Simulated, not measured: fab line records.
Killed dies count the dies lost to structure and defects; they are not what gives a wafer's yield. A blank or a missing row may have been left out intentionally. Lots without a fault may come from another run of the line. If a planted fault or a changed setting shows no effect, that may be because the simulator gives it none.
Split-lot study    flow n5_finfet    21 wafers read across 7 lots, on a route 1938 steps long

## SPLIT DETAILS
At N5_BEOL_M5_COAT_22 (resist thk 30 nm), the setting spin_rpm was moved away from the recipe's 1500 rpm on 7 of the 21 wafers read, by -10.5% to +8.6%. The other wafers ran this setting at the recipe's value.

## FROM THE SPLIT TO THE READING: what the file shows between them, 2 steps
- N5_BEOL_M5_EBR_24
- N5_BEOL_M5_SOFTBAKE_23: time 60 s

## THE READING
CAR-EUV_of_BEOL_M5_COAT_22.thk_nm (the simulator's own value, which no gauge read), in nm, at N5_BEOL_M5_DESCUM_33 (chemistry O2, time 7 s). No usual value for it is given in the file. Across the 14 wafers here that went through the recipe, the average is 26.1 nm and the standard deviation 0.1 nm.

wafer   tool, chamber at the split  spin_rpm as run, rpm  against the recipe  CAR-EUV_of_BEOL_M5_COAT_22.thk_nm, nm  against lot-mates on the recipe
L076.2  litho_track-02, 0           1500                  recipe              26                                     -
L076.6  litho_track-02, 0           1500                  recipe              26                                     -
L076.3  litho_track-02, 0           1500                  recipe              26.2                                   -
L077.1  litho_track-04, 0           1366                  -8.9%               27.6                                   +1.4
L077.3  litho_track-04, 0           1500                  recipe              26.2                                   -
L077.5  litho_track-04, 0           1500                  recipe              26.2                                   -
L089.1  litho_track-03, 0           1343                  -10.5%              28                                     +1.8
L089.4  litho_track-03, 0           1343                  -10.5%              28                                     +1.8
L089.5  litho_track-03, 0           1500                  recipe              26.2                                   -
L090.2  litho_track-04, 0           1500                  recipe              26                                     -
L090.6  litho_track-04, 0           1500                  recipe              26                                     -
L090.3  litho_track-04, 0           1590                  +6.0%               25.2                                   -0.8
L095.1  litho_track-04, 0           1500                  recipe              26                                     -
L095.5  litho_track-04, 0           1500                  recipe              26                                     -
L095.2  litho_track-04, 0           1500                  recipe              26.2                                   -
L094.1  litho_track-02, 0           1629                  +8.6%               25                                     -1.2
L094.2  litho_track-02, 0           1500                  recipe              26.2                                   -
L094.3  litho_track-02, 0           1629                  +8.6%               24.8                                   -1.4
L097.4  litho_track-03, 0           1500                  recipe              26.2                                   -
L097.5  litho_track-03, 0           1432                  -4.5%               26.8                                   +0.7
L097.6  litho_track-03, 0           1500                  recipe              26                                     -

FIT RESULTS
A straight line over all 21 wafers: CAR-EUV_of_BEOL_M5_COAT_22.thk_nm changes by -0.163 nm for each +1% of spin_rpm; r = -0.99; the points scatter about the line by 0.12 nm.
The same after taking each lot's own level away (the mean of its wafers on the recipe; 21 wafers): -0.159 nm for each +1%; r = -0.99; scatter 0.089 nm.
The reading moves by 1.7 nm for the largest change in spin_rpm, on that fit.
The lots' own levels span 26.00 to 26.20 nm, that is 2.0 times the standard deviation above.
Hence the lot-to-lot level has little effect on the slope; both slopes agree.
Check: +1.66 nm against its lot-mates is what the line predicts for one of the wafers moved furthest among these (-10.5%) when that wafer is left out of the fit. It came out at +1.8 nm against them.

## FURTHER SPLITS ON THESE WAFERS
Before the reading, these wafers also passed through other splits. Each is held against what the fit with the lots' levels taken away leaves over:
other split on the same wafers    wafers away from the commonest value  r with CAR-EUV_of_BEOL_M5_COAT_22.thk_nm (lot level and that fit taken away)
N5_BEOL_M4_TRENCH_ETCH_37 time_s  7                                     -0.16
N5_BEOL_M5_ETCH_72 bias_w         6                                     +0.55

## THE WHOLE CHAIN: every reading that the file lists as answering this split, in the file's order
step                  what it does            reading                                                                             change (the file's fit)                r (the file's)
N5_BEOL_M5_COAT_22    resist thk 30 nm        CAR-EUV_of_BEOL_M5_COAT_22.thk_nm (the simulator's own value, which no gauge read)  -0.153 nm for each +1% of the setting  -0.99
N5_BEOL_M5_DESCUM_33  chemistry O2, time 7 s  CAR-EUV_of_BEOL_M5_COAT_22.thk_nm (the simulator's own value, which no gauge read)  -0.158 nm for each +1% of the setting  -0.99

## THE FILE'S OWN FIT
CAR-EUV_of_BEOL_M5_COAT_22.thk_nm changes by -0.158 nm for each +1% of spin_rpm, r = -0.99.
